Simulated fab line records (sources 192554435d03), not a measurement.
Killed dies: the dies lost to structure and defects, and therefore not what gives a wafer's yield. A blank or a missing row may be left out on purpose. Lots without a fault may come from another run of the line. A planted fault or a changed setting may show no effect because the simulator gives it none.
fab line records ; flow n5-finfet
record: lots: 7; wafers: 39
route steps=1938 shown ZERO_LAYER@11 FIN_SAQP@102 SD_EPI_N@279 SDB@373 BEOL_M0_SAQP@636 BEOL_M2@882 BEOL_M4@1086 BEOL_M6@1194 BEOL_M7@1329 BEOL_M9@1405 BEOL_M12@1637 PASSIVATION@1916
start-h: the number of hours between the record's first day and the start of the first shown wafer of the lot ; wait-h: hours from the lot's prior step to this one ; " same as the row above ; L1.1+2: a row that stands for several wafers ; - no value present, or no start provided ; * or withheld: withheld ; < > ~ a bound
route shown NAME@n: names a module that has steps shown in the file, with the first one's number in the route ; usual: average and standard deviation across the fault-free wafers ; same: alike in all rows ; chamber/n: place in a boat ; sites: the reading at each site ; _std_site: their standard deviation ; _edge_site: inner sites' mean taken away from outer sites' mean ; radius-mm: for every site, how far away it sits from the centre of the wafer ; mask NAME#n: copy n ; behind: the most recent tool/chamber to have shaped the wafer ; hold: the reason the lot was held/the length of the hold in hours/how it ended ; device: names the non-switching transistor (n, p or np) ; end of line: the same wafers' tests at the end of the route ; a step without rows: its recipe alone ; killed: not the wafer's yield, but the dies lost to structure and defects at the first sort ; map: per-die view of a wafer (x killed, . not killed, _ where there is no die)
set.NAME: the run value of the setting; set.NAME@STEP: its run value at that earlier step ; model.NAME: the simulator's own value behind a step, which no gauge read
lots whose settings were changed on purpose; a table a step, a row a wafer
== steps ==
step: N5_ZERO_LAYER_DEVELOP_10
recipe: develop-time-s: 60; rinse-liquid: diw; dry: air-spin; dev-temp-c: 21
step: N5_FIN_SAQP_HM_DEP_72
recipe: material: SiO2; target-thk-a: 120; temp-c: 400; precursor: SiH4/N2O; pressure-torr: 0.75; rf-w: 275; time-s: 7.2
step: N5_SD_EPI_N_ETCH_16
recipe: chemistry: CHF3/O2; target: SiO2; target-depth-a: 50; mask-material: SOC; pressure-mtorr: 30; source-w: 650; bias-w: 170; Ar_flow_sccm: 200; CHF3_flow_sccm: 50; O2_flow_sccm: 5; ion-energy-ev: 200
step: N5_SDB_ALD_29
recipe: material: SiNx; target-thk-a: 300; temp-c: 400; ald-precursor-family: SiH2I2; ald-co-reactant: N2/H2-plasma; pulse-time-s: 1; ald-cycles: 600; purge-time-s: 2; co-reactant-purge-time-s: 2; pressure-torr: 2
step: N5_BEOL_M0_SAQP_PECVD_96
recipe: material: a-Si; target-thk-a: 450; temp-c: 350; precursor: SiH4/He; pressure-torr: 3; rf-w: 100; time-s: 45.2
step: N5_BEOL_M0_SAQP_ETCH_106
recipe: chemistry: N2/H2; target: SOC; target-depth-a: 1500; stop-on: SiNx; ion-energy-ev: 100; bias-w: 61; pressure-mtorr: 30; source-w: 850; n2-flow-sccm: 200; h2-flow-sccm: 200
step: N5_BEOL_M2_ALD_98
recipe: material: SiO2; target-thk-a: 25; temp-c: 100; ald-precursor-family: BDEAS; ald-co-reactant: O2-plasma; pulse-time-s: 1; co-reactant-pulse-time-s: 1; purge-time-s: 2; co-reactant-purge-time-s: 2; ald-cycles: 17; pressure-torr: 2
step: N5_BEOL_M4_SPUTTER_79
recipe: material: Cu; target-thk-a: 45; temp-c: -20; chamber-pressure-pa: 0.07; power-w: withheld; time-s: 8.29
step: N5_BEOL_M6_ILD_DEP_00
recipe: material: SiCOH_lowk; target-thk-a: 1797.5; temp-c: 300; precursor: DEMS/porogen; pressure-torr: 5; rf-w: 500; time-s: 33.4
step: N5_BEOL_M7_DEP_56
recipe: material: SiCN; target-thk-a: 100; temp-c: withheld; precursor: 3MS/NH3; pressure-torr: 3; rf-w: 202; time-s: 17.5
step: N5_BEOL_M9_HM_DEP_02
recipe: material: TiN; target-thk-a: 200; temp-c: 25; chamber-pressure-pa: 0.49996
step: N5_BEOL_M12_ETCH_68
recipe: chemistry: N2/H2; target: SOC; mask-material: SiARC; source-w: 3000; bias-w: 350; temp-c: 40; time-s: 285; ion-energy-ev: 200; pressure-mtorr: 30; n2-flow-sccm: 200; h2-flow-sccm: 200
step: N5_PASSIVATION_PECVD_35
recipe: material: SiNx; target-thk-a: 7000; temp-c: 400; precursor: SiH4/NH3/N2; pressure-torr: 4.9; rf-w: 1406; time-s: 151.3
step: N5_PASSIVATION_PROBE_49
usual: killed_at_M4_up: 13/6; killed-on-rim: 12/3.4; sort_bin_5_function: 4.8/0.88; sort-yield-pct: 91.2/2.5
lot.wafer;tool;chamber;start-h;wait-h;set.develop-time-s@ZERO_LAYER_DEVELOP_10;set.target-thk-a@FIN_SAQP_HM_DEP_72;set.target-depth-a@SD_EPI_N_ETCH_16;set.ald-cycles@SDB_ALD_29;set.time-s@BEOL_M0_SAQP_PECVD_96;set.target-depth-a@BEOL_M0_SAQP_ETCH_106;set.ald-cycles@BEOL_M2_ALD_98;set.target-thk-a@BEOL_M4_SPUTTER_79;set.time-s@BEOL_M6_ILD_DEP_00;set.time-s@BEOL_M7_DEP_56;set.target-thk-a@BEOL_M9_HM_DEP_02;set.time-s@BEOL_M12_ETCH_68;set.time-s@PASSIVATION_PECVD_35;killed_at_M4_up;killed-on-rim;sort_bin_5_function[%];sort-yield-pct[%]
L077.1;prober-02;-;319.85;0.0;60;120;50;600;45.2;1500;17;36.57;33.4;23.76;200;285;151.3;14;12;4.1;92.8
L077.2;prober-02;-;319.90;0.1;60;120;68.78;600;71.81;1500;22;36.57;21.25;17.5;153.1;132.6;151.3;83;9;4.4;86.6
L077.3;prober-02;-;319.95;0.1;60;156.6;68.78;509;45.2;624.9;22;45;33.4;23.76;153.1;132.6;151.3;12;20;4.9;90.9
L077.4;prober-02;-;320.00;0.2;60;156.6;50;509;71.81;1500;22;45;33.4;17.5;200;132.6;151.3;11;13;4.8;90.9
L077.5;prober-02;-;320.05;0.2;60;120;68.78;509;45.2;624.9;17;36.57;21.25;23.76;153.1;285;151.3;18;7;4.7;91.4
L077.6;prober-02;-;320.10;0.3;60;156.6;50;600;71.81;624.9;17;45;21.25;17.5;200;285;151.3;13;9;4.2;92.0
L081.1;prober-01;-;320.60;0.0;60;120;50;600;52.07;1500;17;45;33.4;13.96;200;384.6;151.3;2;18;5.2;91.5
L081.2;prober-01;-;320.65;0.1;38.57;120;30.29;343;52.07;2342;12;45;40.47;13.96;200;384.6;215.8;6;152;97.7;0
L081.3;prober-01;-;320.70;0.1;38.57;120;50;600;45.2;2342;12;45;33.4;17.5;200;285;215.8;10;152;97.6;0
L081.4;prober-01;-;320.75;0.2;38.57;120;30.29;600;45.2;1500;17;45;40.47;13.96;312.6;285;151.3;1109;152;97.1;0.8
L081.5;prober-01;-;320.80;0.2;60;120;50;343;45.2;2342;17;45;33.4;17.5;312.6;285;151.3;1095;152;97.0;0.1
L081.6;prober-01;-;320.85;0.3;60;120;30.29;343;52.07;1500;12;45;40.47;17.5;312.6;384.6;215.8;1109;152;97.1;0
L082.1;prober-02;-;333.58;0.0;60;120;50;600;45.2;2346;17;60.01;45.05;17.5;200;285;151.3;12;17;7.8;87.7
L082.2;prober-02;-;333.63;0.1;60;120;50;891;45.2;1500;24;60.01;45.05;17.5;200;285;151.3;19;15;6.0;90.1
L082.3;prober-02;-;333.68;0.1;31.55;120;76.59;891;45.2;1500;17;60.01;33.4;17.5;200;285;151.3;7;17;4.0;92.9
L082.4;prober-02;-;333.73;0.2;31.55;120;76.59;891;45.2;2346;24;45;45.05;17.5;200;285;151.3;12;9;4.2;93.2
L082.5;prober-02;-;333.78;0.2;60;120;76.59;600;45.2;2346;24;45;33.4;17.5;200;285;151.3;4;15;4.4;93.1
L082.6;prober-02;-;333.83;0.3;31.55;120;50;600;45.2;1500;17;45;33.4;17.5;200;285;151.3;14;10;4.4;93.1
L083.1;prober-01;-;335.28;0.0;60;120;50;600;45.2;1009;17;57.47;33.4;27.6;200;336.4;151.3;12;13;4.6;91.6
L083.2;prober-01;-;335.33;0.1;38.28;120;50;367;45.2;1009;23;45;33.4;17.5;200;285;102.5;13;15;5.3;90.9
L083.3;prober-01;-;335.38;0.1;38.28;120;29.99;600;45.2;1500;17;57.47;33.4;17.5;200;336.4;102.5;21;14;5.8;89.8
L083.4;prober-01;-;335.43;0.2;60;120;50;367;45.2;1500;17;45;33.4;17.5;200;285;151.3;20;16;6.8;89.4
L083.5;prober-01;-;335.48;0.2;60;120;29.99;367;45.2;1009;23;57.47;33.4;27.6;200;285;151.3;15;11;5.1;91.9
L083.6;prober-01;-;335.53;0.3;38.28;120;29.99;600;45.2;1500;23;45;33.4;27.6;200;336.4;102.5;26;18;6.2;87.7
L086.1;prober-02;-;368.62;0.0;60;180.6;26.02;600;33.29;1120;17;45;33.4;17.5;311.2;285;151.3;1091;152;96.7;0
L086.2;prober-02;-;368.67;0.1;44.77;180.6;26.02;504;33.29;1500;17;45;39.04;25.89;200;193.7;151.3;26;17;7.1;87.8
L086.3;prober-02;-;368.72;0.1;60;120;26.02;504;45.2;1120;17;52.35;39.04;25.89;311.2;285;241.9;1090;152;96.2;0
L086.4;prober-02;-;368.77;0.2;60;180.6;50;600;45.2;1120;17;52.35;39.04;17.5;200;285;241.9;25;152;95.9;0
L086.5;prober-02;-;368.82;0.2;44.77;120;50;504;45.2;1500;17;45;33.4;17.5;200;193.7;151.3;23;17;5.8;90.0
L086.6;prober-02;-;368.87;0.3;44.77;120;50;600;33.29;1500;17;52.35;33.4;25.89;311.2;193.7;241.9;1083;152;95.3;0
L088.2;prober-01;-;375.47;0.6;60;120;50;600;45.2;1500;17;45;33.4;17.5;200;285;151.3;13;10;4.2;92.6
L088.3;prober-01;-;375.52;0.7;60;120;50;600;45.2;1500;17;45;33.4;17.5;200;285;151.3;7;12;4.4;91.1
L088.5;prober-01;-;375.62;0.8;60;120;50;600;45.2;1500;17;45;33.4;17.5;200;285;151.3;8;13;7.1;89.4
L095.1;prober-02;-;411.86;0.0;60;120;50;949;45.2;1500;25;45;40.27;17.5;319.2;285;76.68;1085;151;95.2;1.9
L095.2;prober-02;-;411.91;0.1;60;120;50;600;45.2;1005;17;45;33.4;17.5;200;285;76.68;8;9;3.2;95.1
L095.3;prober-02;-;411.96;0.1;60;54.33;50;949;19.84;1500;25;45;33.4;17.5;200;285;151.3;10;11;4.0;93.0
L095.4;prober-02;-;412.01;0.2;60;120;50;949;19.84;1005;17;45;33.4;17.5;319.2;285;151.3;1112;152;96.9;0
L095.5;prober-02;-;412.06;0.2;60;54.33;50;600;45.2;1005;25;45;40.27;17.5;200;285;76.68;16;13;5.3;91.1
L095.6;prober-02;-;412.11;0.3;60;54.33;50;600;19.84;1500;17;45;40.27;17.5;319.2;285;151.3;1096;150;95.9;0.4
killed by level:class
L077.1 MOL_CONTACT_COAG:geometric-particle:open=12 FIN_SAQP:geometric-particle:open=7 FIN_SAQP:geometric-particle:short=6 BEOL_M4:geometric-particle:open=6 BEOL_M2:geometric-particle:open=5 STI_FIN_REVEAL:geometric-particle:open=3 DUMMY_GATE:geometric-particle:open=3 GATE_CUT:geometric-particle:short=3
L077.2 BEOL_M6:area-dep=75 FIN_SAQP:geometric-particle:open=10 STI_FIN_REVEAL:geometric-particle:open=9 MOL_CONTACT_COAG:geometric-particle:open=8 BEOL_M2:geometric-particle:open=7 BEOL_M0_SAQP:geometric-particle:open=6 GATE_CUT:geometric-particle:short=4 BEOL_M0_SAQP:geometric-particle:short=4
L077.3 FIN_SAQP:geometric-particle:open=14 MOL_CONTACT_COAG:geometric-particle:open=13 BEOL_M1:geometric-particle:open=12 FIN_SAQP:geometric-particle:short=6 MIM_TOP_ETCH:geometric-particle:short=5 STI_FIN_REVEAL:geometric-particle:open=5 BEOL_M0_SAQP:geometric-particle:open=5 DUMMY_GATE:geometric-particle:open=4
L077.4 STI_FIN_REVEAL:geometric-particle:open=16 FIN_SAQP:geometric-particle:open=13 MOL_CONTACT_COAG:geometric-particle:open=11 BEOL_M0_SAQP:geometric-particle:open=9 BEOL_M0_SAQP:geometric-particle:short=9 FIN_SAQP:geometric-particle:short=7 STI_FIN_REVEAL:geometric-particle:short=7 BEOL_M2:geometric-particle:open=5
L077.5 FIN_SAQP:geometric-particle:short=11 MOL_CONTACT_COAG:geometric-particle:open=10 FIN_SAQP:geometric-particle:open=8 STI_FIN_REVEAL:geometric-particle:open=8 BEOL_M0_SAQP:geometric-particle:open=8 BEOL_M0_SAQP:geometric-particle:short=7 BEOL_M3:geometric-particle:open=4 BEOL_M4:geometric-particle:open=4
L077.6 FIN_SAQP:geometric-particle:open=14 STI_FIN_REVEAL:geometric-particle:open=11 MOL_CONTACT_COAG:geometric-particle:open=9 BEOL_M6:area-dep=8 STI_FIN_REVEAL:geometric-particle:short=4 BEOL_M2:geometric-particle:open=4 MOL_CONTACT_COAG:geometric-particle:short=4 BEOL_M0_SAQP:geometric-particle:short=4
L081.1 FIN_SAQP:geometric-particle:open=16 MOL_CONTACT_COAG:geometric-particle:open=11 BEOL_M0_SAQP:geometric-particle:short=11 BEOL_M0_SAQP:geometric-particle:open=8 BEOL_M3:geometric-particle:short=6 BEOL_M1:geometric-particle:open=5 FIN_SAQP:geometric-particle:short=4 SPACER0:geometric-particle:open=4
L081.2 PASSIVATION:area-pecvd=1119 MOL_CONTACT_COAG:geometric-particle:open=9 BEOL_M3:geometric-particle:short=5 ILD0:geometric-particle:open=4 BEOL_M0_SAQP:geometric-particle:short=4 BEOL_M2:geometric-particle:open=4 FIN_SAQP:geometric-particle:short=3 DUMMY_GATE:geometric-particle:open=3
L081.3 PASSIVATION:area-pecvd=1109 MOL_CONTACT_COAG:geometric-particle:open=8 BEOL_M4:geometric-particle:open=6 FIN_SAQP:geometric-particle:short=5 BEOL_M0_SAQP:geometric-particle:open=5 BEOL_M3:geometric-particle:open=5 DUMMY_GATE:geometric-particle:open=4 BEOL_M1:geometric-particle:open=4
L081.4 BEOL_M9:area-open=1101 BEOL_M0_SAQP:geometric-particle:short=7 MOL_CONTACT_COAG:geometric-particle:open=6 FIN_SAQP:geometric-particle:open=5 BEOL_M2:geometric-particle:open=5 STARTING-WAFER:geometric-particle:short=5 MOL_CONTACT_COAG:geometric-particle:short=4 BEOL_M0_SAQP:geometric-particle:open=4
L081.5 BEOL_M9:area-open=1088 FIN_SAQP:geometric-particle:open=14 MOL_CONTACT_COAG:geometric-particle:open=11 BEOL_M0_SAQP:geometric-particle:open=10 BEOL_M0_SAQP:geometric-particle:short=9 FIN_SAQP:geometric-particle:short=7 BEOL_M3:geometric-particle:open=7 DUMMY_GATE:geometric-particle:open=5
L081.6 BEOL_M9:area-open=1103 BEOL_M3:geometric-particle:short=9 MOL_CONTACT_COAG:geometric-particle:open=7 BEOL_M0_SAQP:geometric-particle:short=7 BEOL_M3:geometric-particle:open=6 FIN_SAQP:geometric-particle:open=5 STI_FIN_REVEAL:geometric-particle:open=5 BEOL_M0_SAQP:geometric-particle:open=5
L082.1 FIN_SAQP:geometric-particle:open=23 FIN_SAQP:geometric-particle:short=13 MOL_CONTACT_COAG:geometric-particle:open=13 MOL_CONTACT_COAG:geometric-particle:short=12 BEOL_M3:geometric-particle:open=9 GATE_CUT:geometric-particle:short=8 BEOL_M0_SAQP:geometric-particle:short=8 BEOL_M4:geometric-particle:open=7
L082.2 MOL_CONTACT_COAG:geometric-particle:open=19 FIN_SAQP:geometric-particle:short=8 BEOL_M3:geometric-particle:open=8 BEOL_M0_SAQP:geometric-particle:open=7 BEOL_M2:geometric-particle:open=7 MOL_CONTACT_COAG:geometric-particle:short=6 DUMMY_GATE:geometric-particle:open=5 BEOL_M4:geometric-particle:open=5
L082.3 MOL_CONTACT_COAG:geometric-particle:open=13 FIN_SAQP:geometric-particle:short=7 FIN_SAQP:geometric-particle:open=6 BEOL_M3:geometric-particle:open=6 STI_FIN_REVEAL:geometric-particle:open=5 BEOL_M0_SAQP:geometric-particle:open=4 MOL_CONTACT_COAG:geometric-particle:short=3 BEOL_M2:geometric-particle:open=3
L082.4 MOL_CONTACT_COAG:geometric-particle:open=13 FIN_SAQP:geometric-particle:short=9 FIN_SAQP:geometric-particle:open=7 BEOL_M4:geometric-particle:open=6 BEOL_M2:geometric-particle:short=5 BEOL_M0_SAQP:geometric-particle:open=4 BEOL_M3:geometric-particle:open=4 BEOL_M4:geometric-particle:short=4
L082.5 MOL_CONTACT_COAG:geometric-particle:open=13 BEOL_M3:geometric-particle:open=11 DUMMY_GATE:geometric-particle:open=6 MOL_CONTACT_COAG:geometric-particle:short=6 FIN_SAQP:geometric-particle:open=5 ILD0:geometric-particle:open=4 GATE_CUT:geometric-particle:short=4 FIN_SAQP:geometric-particle:short=3
L082.6 MOL_CONTACT_COAG:geometric-particle:open=10 BEOL_M3:geometric-particle:open=10 BEOL_M0_SAQP:geometric-particle:short=8 BEOL_M0_SAQP:geometric-particle:open=7 FIN_SAQP:geometric-particle:open=4 ILD0:geometric-particle:open=4 MOL_CONTACT_COAG:geometric-particle:short=3 BEOL_M2:geometric-particle:open=3
L083.1 MOL_CONTACT_COAG:geometric-particle:open=10 FIN_SAQP:geometric-particle:short=9 BEOL_M0_SAQP:geometric-particle:short=9 HKMG_FIN:area-etch=9 STI_FIN_REVEAL:geometric-particle:open=8 BEOL_M0_SAQP:geometric-particle:open=8 FIN_SAQP:geometric-particle:open=6 BEOL_M1:geometric-particle:open=5
L083.2 MOL_CONTACT_COAG:geometric-particle:open=15 BEOL_M0_SAQP:geometric-particle:short=14 FIN_SAQP:geometric-particle:short=8 DUMMY_GATE:geometric-particle:open=7 BEOL_M0_SAQP:geometric-particle:open=7 FIN_SAQP:geometric-particle:open=6 STI_FIN_REVEAL:geometric-particle:open=5 MOL_CONTACT_COAG:geometric-particle:short=5
L083.3 MOL_CONTACT_COAG:geometric-particle:open=14 BEOL_M0_SAQP:geometric-particle:short=13 BEOL_M0_SAQP:geometric-particle:open=11 DUMMY_GATE:geometric-particle:open=8 BEOL_M4:geometric-particle:open=8 FIN_SAQP:geometric-particle:short=7 BEOL_M0:geometric-particle:open=7 BEOL_M2:geometric-particle:open=7
L083.4 BEOL_M0_SAQP:geometric-particle:short=18 FIN_SAQP:geometric-particle:open=12 BEOL_M0_SAQP:geometric-particle:open=12 BEOL_M4:geometric-particle:open=11 FIN_SAQP:geometric-particle:short=10 MOL_CONTACT_COAG:geometric-particle:open=10 GATE_CUT:geometric-particle:short=6 STI_FIN_REVEAL:geometric-particle:open=5
L083.5 MOL_CONTACT_COAG:geometric-particle:open=16 BEOL_M0_SAQP:geometric-particle:open=14 BEOL_M0_SAQP:geometric-particle:short=13 FIN_SAQP:geometric-particle:short=6 STI_FIN_REVEAL:geometric-particle:open=5 BEOL_M4:geometric-particle:open=5 FIN_SAQP:geometric-particle:open=4 BEOL_M4:geometric-particle:short=4
L083.6 BEOL_M4:geometric-particle:open=14 BEOL_M0_SAQP:geometric-particle:open=13 BEOL_M0_SAQP:geometric-particle:short=12 FIN_SAQP:geometric-particle:open=11 MOL_CONTACT_COAG:geometric-particle:open=10 HKMG_FIN:area-etch=10 FIN_SAQP:geometric-particle:short=9 BEOL_M1:geometric-particle:open=6
L086.1 BEOL_M9:area-open=1082 STI_FIN_REVEAL:geometric-particle:open=14 MOL_CONTACT_COAG:geometric-particle:open=11 BEOL_M2:geometric-particle:open=8 BEOL_M3:geometric-particle:open=8 FIN_SAQP:geometric-particle:short=5 FIN_SAQP:geometric-particle:open=5 GATE_CUT:geometric-particle:short=4
L086.2 STI_FIN_REVEAL:geometric-particle:open=18 FIN_SAQP:geometric-particle:open=14 BEOL_M1:geometric-particle:open=12 BEOL_M2:geometric-particle:open=10 MOL_CONTACT_COAG:geometric-particle:open=9 FIN_SAQP:geometric-particle:short=8 BEOL_M4:geometric-particle:open=8 BEOL_M4:geometric-particle:short=8
L086.3 BEOL_M9:area-open=1075 MOL_CONTACT_COAG:geometric-particle:open=18 STI_FIN_REVEAL:geometric-particle:open=17 BEOL_M2:geometric-particle:open=9 BEOL_M1:geometric-particle:open=8 BEOL_M4:geometric-particle:open=7 MOL_CONTACT_COAG:geometric-particle:short=6 FIN_SAQP:geometric-particle:open=3
L086.4 PASSIVATION:area-pecvd=1071 FIN_SAQP:geometric-particle:open=16 BEOL_M2:geometric-particle:open=12 SPACER0:geometric-particle:open=5 STI_FIN_REVEAL:geometric-particle:open=5 MOL_CONTACT_COAG:geometric-particle:open=5 BEOL_M4:geometric-particle:open=5 BEOL_M0:geometric-particle:open=4
L086.5 BEOL_M2:geometric-particle:open=14 STI_FIN_REVEAL:geometric-particle:open=13 FIN_SAQP:geometric-particle:open=12 BEOL_M4:geometric-particle:open=12 FIN_SAQP:geometric-particle:short=10 BEOL_M3:geometric-particle:open=9 MOL_CONTACT_COAG:geometric-particle:open=6 BEOL_M1:geometric-particle:open=6
L086.6 BEOL_M9:area-open=1066 BEOL_M2:geometric-particle:open=12 MOL_CONTACT_COAG:geometric-particle:open=11 FIN_SAQP:geometric-particle:open=9 FIN_SAQP:geometric-particle:short=8 MOL_CONTACT_COAG:geometric-particle:short=7 BEOL_M1:geometric-particle:open=6 BEOL_M0_SAQP:geometric-particle:open=5
L088.2 MOL_CONTACT_COAG:geometric-particle:open=9 BEOL_M4:geometric-particle:open=6 GATE_CUT:geometric-particle:open=5 BEOL_M0_SAQP:geometric-particle:short=5 BEOL_M2:geometric-particle:open=5 BEOL_M3:geometric-particle:open=5 STARTING-WAFER:geometric-particle:open=5 STI_FIN_REVEAL:geometric-particle:open=4
L088.3 GATE_CUT:geometric-particle:short=12 BEOL_M0_SAQP:geometric-particle:open=11 FIN_SAQP:geometric-particle:open=9 FIN_SAQP:geometric-particle:short=9 STI_FIN_REVEAL:geometric-particle:open=8 BEOL_M0_SAQP:geometric-particle:short=8 MOL_CONTACT_COAG:geometric-particle:open=6 BEOL_M1:geometric-particle:open=5
L088.5 MOL_CONTACT_COAG:geometric-particle:open=20 BEOL_M0_SAQP:geometric-particle:open=10 MOL_CONTACT_COAG:geometric-particle:short=10 FIN_SAQP:geometric-particle:open=9 BEOL_M2:geometric-particle:open=9 FIN_SAQP:geometric-particle:short=7 STI_FIN_REVEAL:geometric-particle:open=7 BEOL_M0_SAQP:geometric-particle:short=7
L095.1 BEOL_M9:area-open=1068 MOL_CONTACT_COAG:geometric-particle:open=11 BEOL_M4:geometric-particle:open=10 BEOL_M0_SAQP:geometric-particle:open=9 BEOL_M0:geometric-particle:open=8 BEOL_M0_SAQP:geometric-particle:short=7 BEOL_M2:geometric-particle:open=7 DUMMY_GATE:geometric-particle:open=5
L095.2 FIN_SAQP:geometric-particle:open=6 DUMMY_GATE:geometric-particle:open=6 MOL_CONTACT_COAG:geometric-particle:open=5 BEOL_M0_SAQP:geometric-particle:open=5 GATE_CUT:geometric-particle:open=4 BEOL_M1:geometric-particle:open=4 BEOL_M0_SAQP:geometric-particle:short=3 BEOL_M3:geometric-particle:open=3
L095.3 MOL_CONTACT_COAG:geometric-particle:open=13 FIN_SAQP:geometric-particle:open=9 BEOL_M0_SAQP:geometric-particle:open=9 BEOL_M4:geometric-particle:open=5 STI_FIN_REVEAL:geometric-particle:open=4 BEOL_M0:geometric-particle:open=4 BEOL_M1:geometric-particle:short=4 BEOL_M3:geometric-particle:open=4
L095.4 BEOL_M9:area-open=1099 MOL_CONTACT_COAG:geometric-particle:open=11 FIN_SAQP:geometric-particle:open=8 STI_FIN_REVEAL:geometric-particle:open=7 BEOL_M2:geometric-particle:open=7 BEOL_M0_SAQP:geometric-particle:short=6 GATE_CUT:geometric-particle:short=5 BEOL_M3:geometric-particle:open=5
L095.5 STI_FIN_REVEAL:geometric-particle:open=17 BEOL_M3:geometric-particle:open=12 BEOL_M4:geometric-particle:open=8 BEOL_M0_SAQP:geometric-particle:short=7 MOL_CONTACT_COAG:geometric-particle:open=6 FIN_SAQP:geometric-particle:short=5 STI_FIN_REVEAL:geometric-particle:short=5 MOL_CONTACT_COAG:geometric-particle:short=5
L095.6 BEOL_M9:area-open=1088 STI_FIN_REVEAL:geometric-particle:open=12 MOL_CONTACT_COAG:geometric-particle:open=7 FIN_SAQP:geometric-particle:open=6 BEOL_M1:geometric-particle:open=6 STARTING-WAFER:geometric-particle:short=5 DUMMY_GATE:geometric-particle:short=5 STARTING-WAFER:geometric-particle:open=5
== key ==
split: step: N5_ZERO_LAYER_DEVELOP_10; setting: develop-time-s; stated-as: 60
response none clear
split: step: N5_FIN_SAQP_HM_DEP_72; setting: target-thk-a; stated-as: 120
response none clear
split: step: N5_SD_EPI_N_ETCH_16; setting: target-depth-a; stated-as: 50
response none clear
split: step: N5_SDB_ALD_29; setting: ald-cycles; stated-as: 600
response none clear
split: step: N5_BEOL_M0_SAQP_PECVD_96; setting: time-s; stated-as: 45.2
response none clear
split: step: N5_BEOL_M0_SAQP_ETCH_106; setting: target-depth-a; stated-as: 1500
response none clear
split: step: N5_BEOL_M2_ALD_98; setting: ald-cycles; stated-as: 17
response none clear
split: step: N5_BEOL_M4_SPUTTER_79; setting: target-thk-a; stated-as: 45
response none clear
split: step: N5_BEOL_M6_ILD_DEP_00; setting: time-s; stated-as: 33.4
response none clear
split: step: N5_BEOL_M7_DEP_56; setting: time-s; stated-as: 17.5
response none clear
split: step: N5_BEOL_M9_HM_DEP_02; setting: target-thk-a; stated-as: 200
response: step: N5_PASSIVATION_PROBE_49; reading: killed_at_M4_up; slope: +17.9; per: 1%; together-with: all; explained: 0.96
response: step: N5_PASSIVATION_PROBE_49; reading: killed-on-rim; slope: +1.52; per: 1%; together-with: all; explained: 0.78
response: step: N5_PASSIVATION_PROBE_49; reading: sort_bin_5_function; slope: +1; per: 1%; together-with: all; explained: 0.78
response: step: N5_PASSIVATION_PROBE_49; reading: sort-yield-pct; slope: -0.994; per: 1%; together-with: all; explained: 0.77
split: step: N5_BEOL_M12_ETCH_68; setting: time-s; stated-as: 285
response none clear
split: step: N5_PASSIVATION_PECVD_35; setting: time-s; stated-as: 151.3
response none clear
